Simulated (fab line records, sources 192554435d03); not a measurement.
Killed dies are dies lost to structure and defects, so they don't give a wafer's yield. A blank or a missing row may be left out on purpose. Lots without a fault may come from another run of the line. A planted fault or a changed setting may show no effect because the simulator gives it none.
fab line records | flow n5_finfet
record lots=24 wafers=72 last_day=20
route steps=1938 shown FIN_SAQP@96 FIN_CUT@177
lots that met no fault: from a run of the same line without faults
start_h: hours from the record's first day to the start of the lot's first wafer shown | wait_h: hours since the lot's step before | " the same as in the row above | L1.1+2: a row that stands for several wafers | - no value, or no start given | * or withheld: withheld | < > ~ a bound
route shown NAME@n: a module of which the file shows steps, and the number in the route of the first | usual: mean/standard deviation of fault-free wafers | same: alike in all rows | chamber/n: place in a boat | sites: the reading at each site | _std_site: their standard deviation | _edge_site: outer sites' mean less inner sites' | radius_mm: how far each site lies from the wafer's centre | mask NAME#n: copy n | behind: the tool/chamber that last shaped the wafer | hold: why the lot was held/for how many hours/how that ended | device: the transistor (n, p or np) that didn't switch | end of line: the same wafers' tests at the end of the route | a step without rows: its recipe alone | killed: dies lost to structure and defects at the first sort, not the wafer's yield | map: a wafer's dies, x killed, . not, _ none there
set.NAME: the setting as run; set.NAME@STEP: as run at that earlier step | model.NAME: the simulator's own value behind a step, which no gauge read
steps of the route over a sample of lots; a table a step, a row a wafer
services: from which hour (start_h, from the record's first day; less than 0 if before it) a tool's chamber was out of use, for how many hours, and why
## steps
# step N5_FIN_SAQP_HM_DEP_03
# recipe material=SiNx target_thk_a=380 temp_c=400 precursor=SiH4/NH3/N2 pressure_torr=1.5 rf_w=300 time_s=33.6
# usual heater_power_w=757/90 showerhead_plenum_p_Torr=5.16/0.092 throttle_valve_pct=40.4/2.2
# columns lot.wafer tool chamber start_h wait_h heater_power_w showerhead_plenum_p_Torr throttle_valve_pct
L074.4 pecvd-04 1 20.49 0.1 719 5.02 44.5
L074.5 " 0 " " 717 5.28 40.5
L074.6 " 2 " " 770 5.25 43.6
L075.2 pecvd-02 0 26.32 0.2 862 5.17 38.4
L075.4 " 2 " " 757 5.14 37.0
L075.6 " 1 " " 572 5.10 40.8
L076.1 pecvd-04 0 34.52 0.2 692 5.29 40.3
L076.2 " 1 " " 654 5.02 44.3
L076.5 " 1 " " 665 5.01 44.5
L077.1 pecvd-04 0 39.04 0.2 681 5.31 40.1
L077.3 " 1 " " 763 5.02 44.2
L077.5 " 1 " " 785 5.01 44.5
L078.2 pecvd-02 2 44.39 0.2 769 5.15 36.9
L078.4 " 1 " " 677 5.09 40.7
L078.5 " 2 " " 756 5.14 37.2
L079.1 pecvd-01 1 51.38 0.2 645 5.10 40.5
L079.2 " 0 " " 975 5.12 39.8
L079.6 " 1 " " 645 5.10 40.4
L080.1 pecvd-04 0 57.30 0.2 699 5.30 40.4
L080.3 " 2 " " 724 5.24 39.3
L080.6 " 2 " " 705 5.25 39.6
L081.3 pecvd-01 2 62.88 0.1 778 5.17 37.7
L081.4 " 1 " " 727 5.13 40.6
L081.5 " 2 " " 793 5.18 37.8
L082.2 pecvd-04 0 69.01 0.2 646 5.30 40.6
L082.3 " 2 " " 738 5.25 39.4
L082.5 " 2 " " 758 5.23 39.2
L083.1 pecvd-02 0 74.84 0.2 861 5.15 38.5
L083.5 " 0 " " 889 5.17 38.4
L083.6 " 1 " " 567 5.10 41.1
L084.1 pecvd-02 1 80.90 0.2 703 5.10 41.0
L084.3 " 0 " " 844 5.17 38.4
L084.6 " 2 " " 786 5.14 37.1
L085.1 pecvd-01 2 86.77 0.2 868 5.16 37.4
L085.2 " 1 " " 672 5.12 40.6
L085.6 " 0 " " 933 5.12 39.6
L086.3 pecvd-04 2 92.56 0.1 719 5.23 39.6
L086.4 " 0 " " 715 5.30 40.5
L086.5 " 2 " " 737 5.24 39.3
L087.3 pecvd-02 0 99.87 0.1 897 5.16 38.3
L087.5 " 1 " " 651 5.11 40.9
L087.6 " 2 " " 759 5.13 37.3
L088.1 pecvd-04 0 105.34 0.2 682 5.30 40.6
L088.2 " 2 " " 755 5.22 39.7
L088.5 " 1 " " 667 5.02 44.4
L089.1 pecvd-04 0 112.17 0.2 777 5.31 40.7
L089.3 " 1 " " 802 5.02 44.4
L089.4 " 0 " " 779 5.30 40.7
L090.2 pecvd-04 2 117.04 0.2 846 5.25 39.5
L090.3 " 1 " " 656 5.02 44.6
L090.4 " 0 " " 772 5.30 40.6
L091.3 pecvd-04 2 122.69 0.1 793 5.24 39.5
L091.5 " 0 " " 715 5.29 40.6
L091.6 " 1 " " 773 5.02 43.9
L092.2 pecvd-01 1 129.20 0.2 728 5.11 40.6
L092.5 " 0 " " 876 5.14 39.6
L092.6 " 1 " " 699 5.10 40.7
L093.1 pecvd-04 2 134.47 0.2 819 5.24 39.4
L093.4 " 0 " " 743 5.30 40.8
L093.5 " 2 " " 816 5.24 39.7
L094.1 pecvd-01 1 141.10 0.2 742 5.12 40.6
L094.5 " 0 " " 1025 5.14 39.9
L094.6 " 2 " " 804 5.17 38.2
L095.2 pecvd-01 2 147.05 0.2 754 5.18 37.8
L095.3 " 0 " " 984 5.14 39.8
L095.5 " 1 " " 624 5.12 40.5
L096.1 pecvd-02 0 153.00 0.2 802 5.18 38.5
L096.3 " 2 " " 784 5.14 37.5
L096.5 " 1 " " 666 5.12 40.8
L097.1 pecvd-04 2 158.78 0.2 707 5.24 39.9
L097.2 " 1 " " 760 5.03 44.5
L097.3 " 0 " " 712 5.30 40.8
# step N5_FIN_SAQP_CD_MEAS_16
# recipe target_cd_nm=35.6 landing_energy_ev=500 detector=se_inlens
# usual cd_nm=35.5/0.33
# columns lot.wafer tool chamber start_h wait_h cd_nm
L074.4 cd_sem-02 0 21.13 - 35.6
L074.5 " 0 " " 35.9
L074.6 " 0 " " 35.7
L075.2 cd_sem-03 0 27.10 - 35.0
L075.4 " 0 " " 35.3
L075.6 " 0 " " 35.7
L076.1 cd_sem-02 0 35.39 - 35.6
L076.2 " 0 " " 35.5
L076.5 " 0 " " 35.8
L077.1 cd_sem-02 0 39.72 - 35.8
L077.3 " 0 " " 35.5
L077.5 " 0 " " 35.5
L078.2 cd_sem-03 0 45.20 - 35.7
L078.4 " 0 " " 35.4
L078.5 " 0 " " 35.4
L079.1 cd_sem-01 0 52.18 - 36.0
L079.2 " 0 " " 36.0
L079.6 " 0 " " 35.6
L080.1 cd_sem-02 0 58.09 - 35.7
L080.3 " 0 " " 35.9
L080.6 " 0 " " 35.9
L081.3 cd_sem-03 0 63.66 - 35.8
L081.4 " 0 " " 36.1
L081.5 " 0 " " 35.9
L082.2 cd_sem-02 0 69.79 - 35.6
L082.3 " 0 " " 35.3
L082.5 " 0 " " 35.8
L083.1 cd_sem-02 0 75.61 - 35.8
L083.5 " 0 " " 35.5
L083.6 " 0 " " 35.9
L084.1 cd_sem-02 0 81.67 - 36.0
L084.3 " 0 " " 35.8
L084.6 " 0 " " 36.0
L085.1 cd_sem-01 0 87.55 - 35.4
L085.2 " 0 " " 35.8
L085.6 " 0 " " 35.4
L086.3 cd_sem-02 0 93.34 - 35.8
L086.4 " 0 " " 35.6
L086.5 " 0 " " 35.7
L087.3 cd_sem-02 0 100.54 - 35.4
L087.5 " 0 " " 34.8
L087.6 " 0 " " 35.2
L088.1 cd_sem-02 0 105.99 - 34.9
L088.2 " 0 " " 35.9
L088.5 " 0 " " 35.4
L089.1 cd_sem-01 0 112.95 - 35.9
L089.3 " 0 " " 35.5
L089.4 " 0 " " 34.7
L090.2 cd_sem-01 0 117.82 - 35.5
L090.3 " 0 " " 35.5
L090.4 " 0 " " 35.9
L091.3 cd_sem-03 0 123.47 - 35.5
L091.5 " 0 " " 35.2
L091.6 " 0 " " 35.4
L092.2 cd_sem-01 0 129.86 - 35.7
L092.5 " 0 " " 35.9
L092.6 " 0 " " 35.3
L093.1 cd_sem-02 0 135.25 - 34.8
L093.4 " 0 " " 35.6
L093.5 " 0 " " 35.4
L094.1 cd_sem-01 0 141.75 - 35.0
L094.5 " 0 " " 35.6
L094.6 " 0 " " 35.6
L095.2 cd_sem-02 0 147.71 - 35.8
L095.3 " 0 " " 35.8
L095.5 " 0 " " 35.5
L096.1 cd_sem-01 0 153.65 - 35.3
L096.3 " 0 " " 35.4
L096.5 " 0 " " 35.8
L097.1 cd_sem-03 0 159.55 - 35.9
L097.2 " 0 " " 35.5
L097.3 " 0 " " 35.7
# step N5_FIN_SAQP_OVL_MEAS_17
# recipe points_per_wafer=44
# usual FIN_CORE_OVL=0.1/0.86
# same points_per_wafer=44
# columns lot.wafer tool chamber start_h wait_h FIN_CORE_OVL[nm]
L074.4 overlay-01 0 21.16 0.0 0.7
L074.5 " 0 " " 0.0
L074.6 " 0 " " 0.2
L075.2 overlay-01 0 27.14 0.0 0.6
L075.4 " 0 " " 1.0
L075.6 " 0 " " -1.3
L076.1 overlay-02 0 35.43 0.0 0.8
L076.2 " 0 " " 0.3
L076.5 " 0 " " 0.3
L077.1 overlay-01 0 39.76 0.0 1.2
L077.3 " 0 " " 0.1
L077.5 " 0 " " 0.8
L078.2 overlay-02 0 45.23 0.0 -0.1
L078.4 " 0 " " -0.2
L078.5 " 0 " " 0.4
L079.1 overlay-01 0 52.22 0.0 0.6
L079.2 " 0 " " 0.3
L079.6 " 0 " " 1.6
L080.1 overlay-01 0 58.13 0.0 -0.8
L080.3 " 0 " " -1.6
L080.6 " 0 " " -0.3
L081.3 overlay-02 0 63.70 0.0 -0.7
L081.4 " 0 " " 0.5
L081.5 " 0 " " -0.3
L082.2 overlay-01 0 69.83 0.0 0.4
L082.3 " 0 " " 0.2
L082.5 " 0 " " 1.1
L083.1 overlay-02 0 75.65 0.0 0.7
L083.5 " 0 " " -0.1
L083.6 " 0 " " 1.6
L084.1 overlay-01 0 81.71 0.0 0.0
L084.3 " 0 " " -1.1
L084.6 " 0 " " -0.5
L085.1 overlay-01 0 87.59 0.0 -0.4
L085.2 " 0 " " 0.2
L085.6 " 0 " " 1.5
L086.3 overlay-02 0 93.38 0.0 0.2
L086.4 " 0 " " 1.0
L086.5 " 0 " " 0.9
L087.3 overlay-01 0 100.57 0.0 0.3
L087.5 " 0 " " 1.5
L087.6 " 0 " " -0.6
L088.1 overlay-01 0 106.03 0.0 -0.4
L088.2 " 0 " " -0.3
L088.5 " 0 " " 1.1
L089.1 overlay-01 0 112.99 0.0 0.2
L089.3 " 0 " " 1.3
L089.4 " 0 " " 0.5
L090.2 overlay-01 0 117.86 0.0 1.1
L090.3 " 0 " " 0.2
L090.4 " 0 " " -0.7
L091.3 overlay-01 0 123.51 0.0 -1.2
L091.5 " 0 " " -0.9
L091.6 " 0 " " -1.4
L092.2 overlay-01 0 129.89 0.0 0.2
L092.5 " 0 " " -0.3
L092.6 " 0 " " -0.2
L093.1 overlay-01 0 135.29 0.0 -0.5
L093.4 " 0 " " 0.5
L093.5 " 0 " " 0.2
L094.1 overlay-01 0 141.79 0.0 -0.6
L094.5 " 0 " " -1.9
L094.6 " 0 " " -0.7
L095.2 overlay-01 0 147.74 0.0 0.4
L095.3 " 0 " " -0.4
L095.5 " 0 " " 0.9
L096.1 overlay-02 0 153.69 0.0 -0.5
L096.3 " 0 " " -0.3
L096.5 " 0 " " -0.3
L097.1 overlay-01 0 159.59 0.0 -1.1
L097.2 " 0 " " 0.3
L097.3 " 0 " " -0.8
# step N5_FIN_SAQP_HM_OPEN_73
# recipe chemistry=CHF3/O2 target=SiO2 stop_on=a-Si target_depth_a=120 over_etch_frac=1.8 mask_material=SOC time_s=16.8 pressure_mtorr=30 source_w=650 bias_w=170 Ar_flow_sccm=200 CHF3_flow_sccm=50 O2_flow_sccm=5 ion_energy_ev=200 ends=end_point
# usual drypump_motor_current_A=5.6/0.47 oes_product_au=0.47/0.047 rf_vpp_V=522/9.7 showerhead_plenum_p_Torr=2.42/0.091 throttle_valve_pct=18.76/0.17
# columns lot.wafer tool chamber start_h wait_h drypump_motor_current_A oes_product_au rf_hours_counter_h rf_vpp_V showerhead_plenum_p_Torr throttle_valve_pct
L074.4 rie_diel-01 2 21.44 0.0 6.4 0.41 - 531 2.29 19.09
L074.5 " 1 " " 5.3 0.45 - 528 2.38 18.87
L074.6 " 0 " " 4.9 0.46 - 534 2.42 18.85
L075.2 rie_diel-01 1 27.39 0.0 5.3 0.44 191 529 2.38 18.86
L075.4 " 3 " " 4.9 0.58 - 517 2.55 18.40
L075.6 " 0 " " 4.9 0.47 - 534 2.42 18.85
L076.1 rie_diel-04 2 35.77 0.0 5.7 0.56 7 516 2.39 18.60
L076.2 " 0 " " 5.7 0.42 222 528 2.27 18.74
L076.5 " 3 " " 5.8 0.48 - 520 2.44 18.69
L077.1 rie_diel-02 3 40.06 0.0 5.6 0.44 185 525 2.51 18.71
L077.3 " 2 " " 5.9 0.44 172 504 2.30 19.03
L077.5 " 3 " " 5.7 0.43 - 525 2.51 18.67
L078.2 rie_diel-04 1 45.49 0.0 6.4 0.45 185 507 2.48 18.95
L078.4 " 3 " " 5.8 0.47 115 519 2.44 18.70
L078.5 " 3 " " 5.8 0.46 - 519 2.44 18.68
L079.1 rie_diel-02 2 52.60 0.0 5.9 0.44 177 505 2.30 19.02
L079.2 " 1 " " 5.6 0.49 87 524 2.35 18.65
L079.6 " 1 " " 5.7 0.50 - 525 2.35 18.65
L080.1 rie_diel-04 1 59.07 0.0 6.4 0.45 188 506 2.48 18.95
L080.3 " 0 " " 5.7 0.43 230 525 2.27 18.77
L080.6 " 1 " " 6.4 0.45 - 506 2.48 18.95
L081.3 rie_diel-01 0 63.95 0.0 4.9 0.45 155 533 2.42 18.87
L081.4 " 1 " " 5.3 0.43 204 531 2.37 18.89
L081.5 " 1 " " 5.3 0.43 - 529 2.37 18.87
L082.2 rie_diel-04 2 70.08 0.0 5.8 0.54 21 514 2.38 18.62
L082.3 " 0 " " 5.8 0.42 235 527 2.26 18.77
L082.5 " 2 " " 5.8 0.55 - 515 2.38 18.61
L083.1 rie_diel-04 2 75.97 0.0 5.7 0.54 24 513 2.38 18.62
L083.5 " 0 " " 5.7 0.42 - 526 2.26 18.79
L083.6 " 1 " " 6.4 0.44 - 505 2.48 18.95
L084.1 rie_diel-04 1 81.97 0.0 6.4 0.44 199 508 2.48 18.97
L084.3 " 2 " " 5.7 0.54 27 514 2.38 18.63
L084.6 " 1 " " 6.4 0.43 - 506 2.48 18.95
L085.1 rie_diel-02 0 87.99 0.0 5.3 0.45 153 516 2.42 18.70
L085.2 " 1 " " 5.6 0.48 101 525 2.34 18.67
L085.6 " 1 " " 5.7 0.49 - 525 2.34 18.67
L086.3 rie_diel-01 1 93.66 0.0 5.3 0.42 214 529 2.37 18.90
L086.4 " 2 " " 6.4 0.56 15 539 2.58 18.67
L086.5 " 2 " " 6.4 0.56 - 539 2.58 18.67
L087.3 rie_diel-01 3 101.12 0.0 4.9 0.53 28 518 2.54 18.45
L087.5 " 2 " " 6.4 0.56 - 538 2.58 18.67
L087.6 " 3 " " 4.9 0.53 - 517 2.54 18.43
L088.1 rie_diel-01 2 106.29 0.0 6.4 0.55 20 538 2.58 18.67
L088.2 " 1 " " 5.3 0.43 219 530 2.37 18.91
L088.5 " 3 " " 4.9 0.54 - 516 2.54 18.44
L089.1 rie_diel-02 3 113.24 0.0 5.6 0.42 212 525 2.50 18.73
L089.3 " 2 " " 5.9 0.42 201 504 2.29 19.08
L089.4 " 0 " " 5.3 0.45 162 516 2.42 18.72
L090.2 rie_diel-02 2 118.12 0.0 5.9 0.43 203 505 2.29 19.05
L090.3 " 0 " " 5.3 0.45 164 518 2.42 18.72
L090.4 " 3 " " 5.7 0.42 214 527 2.50 18.74
L091.3 rie_diel-01 3 123.79 0.0 4.9 0.52 35 517 2.54 18.44
L091.5 " 0 " " 4.9 0.45 - 533 2.41 18.90
L091.6 " 3 " " 4.9 0.52 - 518 2.54 18.46
L092.2 rie_diel-02 1 130.24 0.0 5.7 0.48 116 524 2.34 18.71
L092.5 " 0 " " 5.3 0.45 - 517 2.42 18.74
L092.6 " 1 " " 5.7 0.48 - 523 2.34 18.71
L093.1 rie_diel-02 2 135.58 0.0 5.9 0.42 208 505 2.29 19.07
L093.4 " 1 " " 5.7 0.48 117 525 2.34 18.70
L093.5 " 0 " " 5.3 0.44 - 517 2.42 18.72
L094.1 rie_diel-02 0 142.05 0.0 5.3 0.44 173 515 2.42 18.72
L094.5 " 0 " " 5.3 0.45 - 516 2.42 18.73
L094.6 " 3 " " 5.6 0.43 - 525 2.50 18.74
L095.2 rie_diel-01 1 148.08 0.0 5.3 0.42 234 530 2.36 18.93
L095.3 " 2 " " 6.4 0.52 35 538 2.57 18.70
L095.5 " 0 " " 4.9 0.44 - 533 2.41 18.91
L096.1 rie_diel-01 2 154.28 0.0 6.4 0.52 37 538 2.57 18.69
L096.3 " 1 " " 5.3 0.42 236 529 2.36 18.93
L096.5 " 2 " " 6.3 0.53 - 538 2.57 18.71
L097.1 rie_diel-04 3 159.85 0.0 5.8 0.46 149 521 2.43 18.74
L097.2 " 1 " " 6.4 0.43 228 504 2.47 19.02
L097.3 " 0 " " 5.7 0.57 9 535 2.54 18.44
# step N5_FIN_SAQP_MANDREL2_REMOVE_60
# recipe chemistry=HBr/Cl2/O2 bt_time_s=10 target=a-Si stop_on=SiNx endpoint=OES-SiCl over_etch_frac=1 icp_w=600 bias_w=22 HBr_flow_sccm=150 Cl2_flow_sccm=80 O2_flow_sccm=5 pressure_mtorr=10
# usual drypump_motor_current_A=5.7/0.39 oes_product_au=0.997/0.015 throttle_valve_pct=36.8/0.38
# same bt_time_s=10
# columns lot.wafer tool chamber start_h wait_h drypump_motor_current_A oes_product_au rf_hours_counter_h throttle_valve_pct
L074.4 rie_si-02 2 25.56 0.0 5.5 0.983 67 36.3
L074.5 " 1 " " 6.3 1.003 - 37.1
L074.6 " 2 " " 5.5 0.973 - 36.3
L075.2 rie_si-02 2 30.77 0.1 5.5 0.974 67 36.3
L075.4 " 3 " " 5.5 1.013 121 37.0
L075.6 " 0 " " 5.9 1.003 - 36.1
L076.1 rie_si-05 1 39.93 0.1 5.6 0.997 123 36.6
L076.2 " 0 " " 5.7 0.995 112 37.1
L076.5 " 0 " " 5.7 0.997 - 37.1
L077.1 rie_si-02 3 43.35 0.1 5.5 1.025 122 37.0
L077.3 " 1 " " 6.3 1.005 86 37.1
L077.5 " 3 " " 5.5 1.017 - 37.0
L078.2 rie_si-05 0 49.44 0.1 5.6 0.986 112 37.1
L078.4 " 3 " " 6.2 1.012 33 36.7
L078.5 " 3 " " 6.2 1.002 - 36.7
L079.1 rie_si-05 0 56.16 0.1 5.7 0.988 113 37.1
L079.2 " 2 " " 6.1 0.984 90 37.3
L079.6 " 1 " " 5.6 0.990 - 36.6
L080.1 rie_si-05 3 63.20 0.1 6.1 1.013 33 36.7
L080.3 " 0 " " 5.7 0.992 113 37.1
L080.6 " 0 " " 5.7 0.995 - 37.1
L081.3 rie_si-05 3 67.48 0.1 6.2 1.012 33 36.7
L081.4 " 1 " " 5.6 0.992 124 36.6
L081.5 " 1 " " 5.6 1.000 - 36.6
L082.2 rie_si-02 0 73.94 0.1 6.0 1.013 19 36.2
L082.3 " 3 " " 5.5 1.023 122 37.0
L082.5 " 0 " " 5.9 1.010 - 36.1
L083.1 rie_si-05 3 79.44 0.1 6.2 1.008 33 36.7
L083.5 " 0 " " 5.7 0.994 - 37.1
L083.6 " 1 " " 5.6 0.988 - 36.6
L084.1 rie_si-05 1 85.72 0.1 5.6 0.998 125 36.6
L084.3 " 2 " " 6.2 0.996 90 37.3
L084.6 " 3 " " 6.2 1.015 - 36.7
L085.1 rie_si-02 1 91.33 0.1 6.3 1.000 87 37.1
L085.2 " 0 " " 5.9 1.006 20 36.2
L085.6 " 1 " " 6.3 1.004 - 37.1
L086.3 rie_si-03 2 98.43 0.1 4.6 0.984 107 36.4
L086.4 " 1 " " 5.1 0.977 5 37.3
L086.5 " 2 " " 4.7 0.984 - 36.4
L087.3 rie_si-03 2 105.24 0.1 4.6 0.978 107 36.4
L087.5 " 0 " " 5.6 0.985 - 36.6
L087.6 " 3 " " 5.5 0.972 - 36.7
L088.1 rie_si-05 3 110.46 0.1 6.2 1.018 34 36.7
L088.2 " 0 " " 5.7 0.999 114 37.1
L088.5 " 1 " " 5.6 1.005 - 36.6
L089.1 rie_si-03 0 116.75 0.1 5.5 0.984 63 36.6
L089.3 " 1 " " 5.2 0.987 5 37.3
L089.4 " 3 " " 5.5 0.968 127 36.8
L090.2 rie_si-03 1 121.73 0.1 5.2 0.983 5 37.4
L090.3 " 0 " " 5.5 0.978 63 36.6
L090.4 " 3 " " 5.5 0.977 127 36.8
L091.3 rie_si-02 2 127.73 0.1 5.5 0.970 70 36.3
L091.5 " 0 " " 6.0 0.984 - 36.1
L091.6 " 3 " " 5.5 1.013 - 37.0
L092.2 rie_si-05 3 134.10 0.1 6.2 1.006 35 36.7
L092.5 " 0 " " 5.6 0.989 - 37.1
L092.6 " 3 " " 6.2 1.015 - 36.7
L093.1 rie_si-02 0 139.56 0.1 5.9 1.003 21 36.1
L093.4 " 0 " " 6.0 0.994 - 36.1
L093.5 " 0 " " 6.0 1.010 - 36.1
L094.1 rie_si-05 2 145.37 0.1 6.1 0.983 92 37.3
L094.5 " 3 " " 6.2 1.021 - 36.7
L094.6 " 0 " " 5.7 1.001 - 37.1
L095.2 rie_si-05 1 151.52 0.1 5.6 0.995 126 36.6
L095.3 " 3 " " 6.2 1.019 35 36.7
L095.5 " 1 " " 5.6 0.997 - 36.6
L096.1 rie_si-02 3 157.79 0.1 5.5 1.027 124 37.0
L096.3 " 2 " " 5.5 0.974 70 36.3
L096.5 " 2 " " 5.6 0.963 - 36.3
L097.1 rie_si-02 2 163.25 0.1 5.6 0.969 70 36.3
L097.2 " 1 " " 6.3 0.992 89 37.1
L097.3 " 3 " " 5.5 1.025 125 37.0
# step N5_FIN_CUT_CUT_ETCH_28
# recipe chemistry=HBr/Cl2/O2 target=Si target_depth_a=60 mask_material=SOC time_s=2.4 ion_energy_ev=* bias_w=* pressure_mtorr=10 icp_w=800 HBr_flow_sccm=150 Cl2_flow_sccm=80 O2_flow_sccm=12
# usual drypump_motor_current_A=5.7/0.45 oes_product_au=0.994/0.019 throttle_valve_pct=37.0/0.31
# columns lot.wafer tool chamber start_h wait_h drypump_motor_current_A oes_product_au rf_hours_counter_h throttle_valve_pct
L074.4 rie_si-01 0 27.48 0.0 5.8 0.969 31 37.1
L074.5 " 2 " " 5.7 0.992 - 36.7
L074.6 " 1 " " 5.4 0.994 - 37.0
L075.2 rie_si-04 1 32.95 0.0 6.0 1.007 2 37.0
L075.4 " 0 " " 6.0 1.018 155 37.4
L075.6 " 1 " " 6.0 1.005 - 37.0
L076.1 rie_si-01 1 42.30 0.0 5.4 1.007 112 37.0
L076.2 " 3 " " 6.1 0.967 120 36.8
L076.5 " 3 " " 6.1 0.969 - 36.8
L077.1 rie_si-04 1 45.59 0.0 6.0 1.010 2 37.0
L077.3 " 0 " " 6.0 1.018 156 37.4
L077.5 " 2 " " 5.4 0.989 - 36.6
L078.2 rie_si-01 3 51.37 0.0 6.1 0.971 120 36.8
L078.4 " 2 " " 5.7 0.990 55 36.7
L078.5 " 3 " " 6.1 0.968 - 36.8
L079.1 rie_si-01 1 58.73 0.0 5.4 0.996 112 37.1
L079.2 " 3 " " 6.1 0.965 120 36.8
L079.6 " 2 " " 5.7 0.991 - 36.7
L080.1 rie_si-04 2 65.14 0.0 5.4 0.968 165 36.6
L080.3 " 0 " " 6.0 1.027 156 37.4
L080.6 " 3 " " 6.4 1.020 - 36.5
L081.3 rie_si-06 1 69.29 0.0 6.0 0.965 153 37.4
L081.4 " 2 " " 4.9 1.016 47 37.0
L081.5 " 3 " " 5.0 0.980 - 37.4
L082.2 rie_si-01 2 75.75 0.0 5.7 0.996 55 36.7
L082.3 " 1 " " 5.4 0.995 113 37.0
L082.5 " 3 " " 6.1 0.965 - 36.8
L083.1 rie_si-01 3 81.43 0.0 6.1 0.971 121 36.8
L083.5 " 2 " " 5.7 0.992 - 36.7
L083.6 " 1 " " 5.4 0.995 - 37.0
L084.1 rie_si-06 0 87.70 0.0 5.5 1.003 1 37.3
L084.3 " 1 " " 6.0 0.969 153 37.4
L084.6 " 3 " " 5.1 0.991 - 37.4
L085.1 rie_si-04 0 93.21 0.0 6.1 1.023 156 37.3
L085.2 " 1 " " 6.0 1.013 3 37.0
L085.6 " 2 " " 5.4 0.983 - 36.6
L086.3 rie_si-04 0 100.88 0.0 6.1 1.015 157 37.4
L086.4 " 3 " " 6.4 1.019 176 36.5
L086.5 " 0 " " 6.1 1.022 - 37.4
L087.3 rie_si-01 0 107.17 0.0 5.8 0.974 32 37.1
L087.5 " 0 " " 5.8 0.982 - 37.1
L087.6 " 1 " " 5.4 1.001 - 37.0
L088.1 rie_si-06 0 112.26 0.0 5.6 0.992 1 37.3
L088.2 " 3 " " 5.0 0.986 181 37.4
L088.5 " 0 " " 5.5 0.992 - 37.3
L089.1 rie_si-06 0 118.55 0.0 5.5 0.991 1 37.3
L089.3 " 1 " " 6.0 0.972 153 37.4
L089.4 " 2 " " 4.9 1.003 48 37.0
L090.2 rie_si-04 0 123.65 0.0 6.0 1.034 157 37.4
L090.3 " 3 " " 6.5 1.017 176 36.5
L090.4 " 3 " " 6.5 1.015 - 36.5
L091.3 rie_si-04 2 129.54 0.0 5.4 0.983 166 36.6
L091.5 " 3 " " 6.4 1.022 - 36.5
L091.6 " 0 " " 6.0 1.025 - 37.3
L092.2 rie_si-06 1 135.90 0.0 6.0 0.967 154 37.4
L092.5 " 1 " " 6.0 0.970 - 37.4
L092.6 " 2 " " 4.9 1.009 - 37.0
L093.1 rie_si-06 0 141.64 0.0 5.6 1.000 2 37.3
L093.4 " 1 " " 6.0 0.961 154 37.4
L093.5 " 1 " " 6.0 0.966 - 37.4
L094.1 rie_si-06 0 147.18 0.0 5.6 0.994 2 37.3
L094.5 " 0 " " 5.6 0.994 - 37.3
L094.6 " 3 " " 5.1 0.987 - 37.4
L095.2 rie_si-04 3 153.47 0.0 6.4 1.019 177 36.5
L095.3 " 1 " " 6.0 1.015 4 37.0
L095.5 " 2 " " 5.4 0.978 - 36.6
L096.1 rie_si-01 0 159.74 0.0 5.8 0.971 33 37.1
L096.3 " 2 " " 5.7 0.992 56 36.7
L096.5 " 3 " " 6.1 0.962 - 36.8
L097.1 rie_si-06 1 165.40 0.0 6.0 0.966 154 37.4
L097.2 " 0 " " 5.6 0.998 2 37.3
L097.3 " 2 " " 4.9 1.007 48 37.0
## services
# columns tool chamber start_h hours kind
rie_si-05 - 5.39 2.8 pm
rie_si-05 2 15.75 3.4 repair
rie_si-06 3 23.44 1.9 repair
rie_si-06 3 27.42 1.4 repair
rie_si-01 3 31.87 8.5 repair
rie_si-05 2 39.60 1.3 repair
rie_si-04 3 45.57 4.1 repair
rie_si-04 - 50.82 2.2 repair
rie_diel-02 0 51.06 16.0 repair
rie_diel-02 3 53.76 2.0 repair
rie_si-02 - 54.41 2.8 pm
rie_si-04 - 54.79 0.3 repair
rie_si-05 - 66.79 0.1 repair
rie_si-01 - 67.96 0.6 repair
rie_diel-01 2 69.28 5.1 repair
rie_diel-01 - 76.56 0.6 repair
rie_si-06 1 81.23 2.9 repair
rie_si-01 1 107.74 7.3 repair
rie_si-04 2 121.91 6.5 repair
rie_si-02 1 130.98 10.1 repair
pecvd-04 - 134.90 3.0 repair
rie_si-02 2 137.50 10.4 repair
rie_si-01 2 139.71 5.5 repair
rie_si-02 0 142.00 7.4 repair
## key
fault none
